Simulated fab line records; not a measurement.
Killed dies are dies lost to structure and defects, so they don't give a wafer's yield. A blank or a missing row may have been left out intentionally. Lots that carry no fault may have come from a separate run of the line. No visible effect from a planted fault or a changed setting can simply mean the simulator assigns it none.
Chamber matching | flow n5 finfet | 4 sister chambers for N5_BEOL_M3_ALD_98 on ald sin-02
The step deposits SiO2, target thk 2.5 nm, pulse time 1 s, co reactant pulse time 1 s. 14 wafers are shown with their chamber, then 7 later ones without.

== WAFERS, EACH WITH ITS CHAMBER ==
wafer  | chamber | heater power w (W) | precursor pulse height rel
L075.2 | 0       | 92                 | 1.001
L075.4 | 3       | 73                 | 0.994
L075.6 | 3       | 71                 | 0.983
L077.1 | 0       | 88                 | 0.984
L077.3 | 3       | 74                 | 0.985
L077.5 | 3       | 77                 | 0.989
L086.3 | 0       | 89                 | 1.005
L086.4 | 2       | 86                 | 0.977
L086.5 | 0       | 92                 | 1.006
L087.3 | 2       | 87                 | 0.983
L087.5 | 1       | 79                 | 0.986
L087.6 | 0       | 92                 | 0.952
L090.2 | 2       | 86                 | 1.019
L090.3 | 3       | 76                 | 0.992

SIGNATURES, as means of the wafers listed above
reading                    | chamber 0 | chamber 1 | chamber 2 | chamber 3 | scatter within a chamber
heater power w             | 90.60     | 79.00     | 86.33     | 74.20     | 1.97
precursor pulse height rel | 0.98960   | 0.98600   | 0.99300   | 0.98860   | 0.0179
Rule: for a wafer and a chamber, the distance is found by dividing, reading by reading, the gap between the wafer's reading and the chamber's mean by the reading's scatter, squaring, summing and taking the root. The wafer belongs to the nearest chamber; if the next one is less than 2 further off, it can't be placed. How the scatter is found: for the shown wafers, subtract from each reading the mean of its chamber, square and add these, divide the total by (wafers less chambers), then take the root.

== WAFERS WITH NO CHAMBER GIVEN ==
wafer  | heater power w (W) | precursor pulse height rel
L090.4 | 89                 | 0.995
L095.2 | 76                 | 0.982
L095.3 | 87                 | 1.016
L095.5 | 87                 | 0.966
L097.1 | 78                 | 1.028
L097.2 | 86                 | 0.992
L097.3 | 89                 | 1.017

== WHICH CHAMBER EACH WENT THROUGH ==
wafer  | from the rows above     | in truth
L090.4 | can't be placed: 0 or 2 | 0
L095.2 | can't be placed: 3 or 1 | 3
L095.3 | can't be placed: 2 or 0 | 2
L095.5 | can't be placed: 2 or 0 | 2
L097.1 | can't be placed: 1 or 3 | 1
L097.2 | 2                       | 2
L097.3 | can't be placed: 0 or 2 | 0
Placed correctly: 1 of 7. Not placeable from these rows: 6 (in 6, the candidates include the true chamber). Wrongly placed: 0.
